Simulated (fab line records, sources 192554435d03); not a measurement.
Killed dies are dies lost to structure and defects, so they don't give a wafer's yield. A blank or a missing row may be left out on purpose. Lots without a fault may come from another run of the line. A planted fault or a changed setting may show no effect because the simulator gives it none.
Which tool did it? | flow n5_finfet | 10 lots, 28 wafers sampled, at 5 steps of a route of 1938

WHAT THE GAUGES READ, wafer by wafer
N5_BEOL_M4_RC_MEAS_101.
lot  | measured     | on        | DIBL_N (mV/V)
L382 | day 8 17:17  | prober-01 | 37.9 37.5 35.9
L386 | day 9 06:25  | prober-01 | 32.8 30.9 34.8
L387 | day 10 00:43 | prober-01 | 36.2 37.4 35.3
L389 | day 10 09:34 | prober-01 | 36.5 35.9 37.2
L391 | day 10 16:27 | prober-01 | 34.5 37.3 37.2
L392 | day 10 18:20 | prober-02 | 34.3 36.0
L393 | day 11 12:53 | prober-01 | 35.4 34.8 34.9
L394 | day 11 15:58 | prober-02 | 40.4 35.7 37.5
L401 | day 13 17:22 | prober-01 | 34.4 33.9 36.7
L402 | day 14 00:05 | prober-02 | 31.0 37.6

WHICH TOOL RAN EACH LOT (tool, then ch and the chambers of the sampled wafers, then the start)
lot  | N5_BEOL_M4_ANNEAL_82         | N5_BEOL_M4_ANNEAL_89         | N5_BEOL_M4_ECD_50              | N5_BEOL_M4_CMP_52
L382 | pvd_sputter-01, day 8 10:09  | pvd_sputter-01, day 8 10:35  | ecd_cu-01 ch 0,1, day 8 11:31  | cmp-03 ch 0,2,3, day 8 16:26
L386 | pvd_sputter-03, day 9 04:04  | pvd_sputter-03, day 9 04:31  | ecd_cu-01 ch 0,1, day 9 05:26  | cmp-03 ch 0,2,3, day 9 05:50
L387 | pvd_sputter-03, day 9 22:11  | pvd_sputter-03, day 9 22:37  | ecd_cu-02 ch 0,1, day 9 23:32  | cmp-04 ch 0,2, day 9 23:55
L389 | pvd_sputter-01, day 10 06:34 | pvd_sputter-01, day 10 07:00 | ecd_cu-01 ch 0,1, day 10 07:55 | cmp-04 ch 0,3, day 10 08:19
L391 | pvd_sputter-03, day 10 13:58 | pvd_sputter-03, day 10 14:24 | ecd_cu-01 ch 0,1, day 10 15:19 | cmp-04 ch 0,2, day 10 15:41
L392 | pvd_sputter-02, day 10 15:26 | pvd_sputter-02, day 10 15:53 | ecd_cu-02 ch 0,1, day 10 16:46 | cmp-03 ch 0,3, day 10 17:16
L393 | pvd_sputter-01, day 11 10:26 | pvd_sputter-01, day 11 10:53 | ecd_cu-02 ch 0,1, day 11 11:48 | cmp-03 ch 0,1,3, day 11 12:19
L394 | pvd_sputter-01, day 11 13:17 | pvd_sputter-01, day 11 13:43 | ecd_cu-02 ch 0,1, day 11 14:38 | cmp-02 ch 0,1,3, day 11 15:17
L401 | pvd_sputter-02, day 13 13:16 | pvd_sputter-02, day 13 13:42 | ecd_cu-02 ch 0,1, day 13 14:37 | cmp-03 ch 0,1, day 13 16:29
L402 | pvd_sputter-01, day 13 21:32 | pvd_sputter-01, day 13 21:59 | ecd_cu-02 ch 1, day 13 22:54   | cmp-02 ch 0, day 13 23:16
- N5_BEOL_M4_ANNEAL_82: time 240 s.
- N5_BEOL_M4_ANNEAL_89: time 240 s.
- N5_BEOL_M4_ECD_50: material Cu, target thk 300 nm.
- N5_BEOL_M4_CMP_52: polishes, stops on SiOC, t overpolish 6.8 s, target thk 40 nm.

THE ANSWER, worked out from the rows above alone
Rule: what is usual is taken from the lots themselves. Put in order of their means at a reading, lots are off if they are a third of the lots or fewer, leave a main group of 4 or more, and stand apart from it by a gap of 3 or more times the standard deviation of the main group's means; of several such gaps the widest counts. A main group whose means are all the same, to the digits that the tables above print for the reading, isn't used. A lot without any number at a reading at which 4 lots or more have one is off too. The other lots that the step has rows for count as sound.
No lot is off at any reading shown: from this, nothing can be told.

WHAT THE SIMULATOR HAD PUT IN
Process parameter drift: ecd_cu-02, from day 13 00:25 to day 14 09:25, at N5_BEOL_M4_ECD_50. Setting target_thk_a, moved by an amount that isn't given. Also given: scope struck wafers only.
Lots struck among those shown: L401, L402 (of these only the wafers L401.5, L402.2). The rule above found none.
